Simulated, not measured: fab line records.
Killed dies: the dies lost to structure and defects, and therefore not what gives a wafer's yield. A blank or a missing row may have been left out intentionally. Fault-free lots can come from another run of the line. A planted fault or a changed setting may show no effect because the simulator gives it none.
Which of the tools did it? ; flow n5_finfet ; 24 lots with 72 wafers sampled at 3 steps, on a route of 1938 steps

== WHAT THE GAUGES SHOWED, per wafer ==
N5_BEOL_M9_THK_MEAS_01.
lot;measured;on;M9_ILD_THK (nm)
L074;day 10 09:04;film_metro-01;267 266 270
L075;day 10 13:23;film_metro-02;265 267 270
L076;day 10 17:20;film_metro-01;264 268 268
L078;day 10 20:29;film_metro-01;267 272 275
L077;day 11 00:31;film_metro-01;270 268 274
L081;day 11 05:53;film_metro-02;261 268 265
L080;day 11 11:01;film_metro-02;264 265 265
L079;day 11 13:44;film_metro-02;269 275 270
L083;day 11 15:16;film_metro-02;267 259 263
L082;day 11 17:17;film_metro-01;268 275 272
L084;day 12 09:28;film_metro-01;270 263 275
L085;day 12 12:42;film_metro-02;266 266 271
L086;day 12 23:52;film_metro-02;266 270 268
L088;day 13 03:40;film_metro-02;262 264 268
L089;day 13 20:51;film_metro-01;263 276 268
L092;day 13 21:07;film_metro-02;268 267 271
L087;day 13 21:34;film_metro-02;266 262 266
L091;day 14 05:52;film_metro-01;263 267 268
L090;day 14 06:04;film_metro-01;263 267 265
L094;day 14 06:42;film_metro-01;269 270 270
L093;day 14 09:10;film_metro-01;263 279 271
L095;day 15 17:34;film_metro-02;262 266 265
L097;day 15 23:41;film_metro-02;266 268 269
L096;day 16 18:19;film_metro-02;268 269 271

== TOOL THAT RAN EACH LOT (tool first, then ch and the chambers of the sampled wafers, then the start) ==
lot;N5_BEOL_M8_ALD_77;N5_BEOL_M8_ANNEAL_51
L074;ald_metal-04 ch 1,2,3, day 10 06:16;rtp_anneal-01 ch 0, day 10 07:16
L075;ald_metal-04 ch 0,3, day 10 10:36;rtp_anneal-02 ch 0, day 10 11:58
L076;ald_metal-04 ch 0,2,3, day 10 13:26;rtp_anneal-01 ch 0, day 10 15:55
L078;ald_metal-02 ch 0,1, day 10 16:27;rtp_anneal-01 ch 0, day 10 19:06
L077;ald_metal-03 ch 0,1,2, day 10 22:23;rtp_anneal-01 ch 0, day 10 23:08
L081;ald_metal-02 ch 0,1,2, day 11 02:37;rtp_anneal-01 ch 0, day 11 04:31
L080;ald_metal-02 ch 0,1, day 11 08:54;rtp_anneal-01 ch 0, day 11 09:37
L079;ald_metal-02 ch 0,1,3, day 11 09:50;rtp_anneal-02 ch 0, day 11 12:27
L083;ald_metal-02 ch 1,2,3, day 11 13:08;rtp_anneal-01 ch 0, day 11 13:52
L082;ald_metal-03 ch 1,2, day 11 13:31;rtp_anneal-02 ch 0, day 11 15:58
L084;ald_metal-04 ch 0,1,2, day 12 07:21;rtp_anneal-01 ch 0, day 12 08:06
L085;ald_metal-04 ch 2,3, day 12 10:22;rtp_anneal-01 ch 0, day 12 11:19
L086;ald_metal-02 ch 0,1,3, day 12 21:44;rtp_anneal-01 ch 0, day 12 22:36
L088;ald_metal-03 ch 0,2, day 13 01:31;rtp_anneal-01 ch 0, day 13 02:20
L089;ald_metal-03 ch 0,1,3, day 13 18:26;rtp_anneal-01 ch 0, day 13 19:34
L092;ald_metal-02 ch 0,1,2, day 13 18:38;rtp_anneal-01 ch 0, day 13 19:44
L087;ald_metal-03 ch 0,1, day 13 18:48;rtp_anneal-01 ch 0, day 13 20:11
L091;ald_metal-04 ch 0,1,3, day 14 03:37;rtp_anneal-02 ch 0, day 14 04:26
L090;ald_metal-02 ch 1,2,3, day 14 03:38;rtp_anneal-01 ch 0, day 14 04:39
L094;ald_metal-03 ch 0,1,3, day 14 04:10;rtp_anneal-02 ch 0, day 14 05:21
L093;ald_metal-03 ch 0,2, day 14 05:28;rtp_anneal-02 ch 0, day 14 07:47
L095;ald_metal-02 ch 0,2,3, day 15 13:32;rtp_anneal-01 ch 0, day 15 16:09
L097;ald_metal-03 ch 1,2, day 15 19:19;rtp_anneal-02 ch 0, day 15 22:06
L096;ald_metal-04 ch 0,2,3, day 16 16:11;rtp_anneal-02 ch 0, day 16 17:04
- N5_BEOL_M8_ALD_77: deposits TaN, target thk 2 nm, pulse time 2 s, purge time 3 s.
- N5_BEOL_M8_ANNEAL_51: time 90 s.

== AS READ BY THE TOOLS THEMSELVES (means over the sampled wafers that have a number; for cases with no such wafer, the mark the record gives instead) ==
N5_BEOL_M8_ALD_77.
lot;tool;heater_power_w (W);mfc_carrier_sccm (sccm)
L074;ald_metal-04;445;1504
L075;ald_metal-04;399;1497
L076;ald_metal-04;428;1505
L078;ald_metal-02;531;1503
L077;ald_metal-03;400;1503
L081;ald_metal-02;484;1500
L080;ald_metal-02;518;1501
L079;ald_metal-02;478;1500
L083;ald_metal-02;442;1499
L082;ald_metal-03;411;1508
L084;ald_metal-04;429;1501
L085;ald_metal-04;454;1499
L086;ald_metal-02;476;1496
L088;ald_metal-03;396;1498
L089;ald_metal-03;384;1499
L092;ald_metal-02;490;1496
L087;ald_metal-03;405;1503
L091;ald_metal-04;419;1503
L090;ald_metal-02;447;1504
L094;ald_metal-03;389;1503
L093;ald_metal-03;390;1503
L095;ald_metal-02;441;1498
L097;ald_metal-03;398;1503
L096;ald_metal-04;427;1499

N5_BEOL_M8_ANNEAL_51.
lot;tool;wafer_temp_C_max
L074;rtp_anneal-01;225.7
L075;rtp_anneal-02;226.5
L076;rtp_anneal-01;225.7
L078;rtp_anneal-01;225.6
L077;rtp_anneal-01;225.9
L081;rtp_anneal-01;225.9
L080;rtp_anneal-01;225.8
L079;rtp_anneal-02;226.3
L083;rtp_anneal-01;225.8
L082;rtp_anneal-02;226.3
L084;rtp_anneal-01;225.7
L085;rtp_anneal-01;225.6
L086;rtp_anneal-01;225.8
L088;rtp_anneal-01;225.9
L089;rtp_anneal-01;225.7
L092;rtp_anneal-01;225.9
L087;rtp_anneal-01;225.9
L091;rtp_anneal-02;226.0
L090;rtp_anneal-01;226.2
L094;rtp_anneal-02;226.3
L093;rtp_anneal-02;226.2
L095;rtp_anneal-01;225.6
L097;rtp_anneal-02;226.1
L096;rtp_anneal-02;226.2

== THE ANSWER, worked out from the rows above alone ==
Rule: the usual values come from the lots themselves. Put in order of their means at a reading, lots are off if they are a third of the lots or fewer, leave a main group of 4 or more, and stand apart from it by a gap of 3 or more times the standard deviation of the main group's means; of several such gaps the widest counts. Not used: any main group whose means are identical at the precision the tables above print for the reading. Also off: a lot with no number at a reading for which 4 or more lots have one. Any other lot the step has rows for is counted as sound. The gauges are gone through in route order, then the tools' own readings, and for those a lot's mean is taken as printed above. The first step at which some lot is off is used, and at that step the reading that is off furthest; a lot without a number counts as furthest.
No lot is off on any of the readings shown, so nothing can be concluded from this.

== WHAT WAS PUT IN BY THE SIMULATOR ==
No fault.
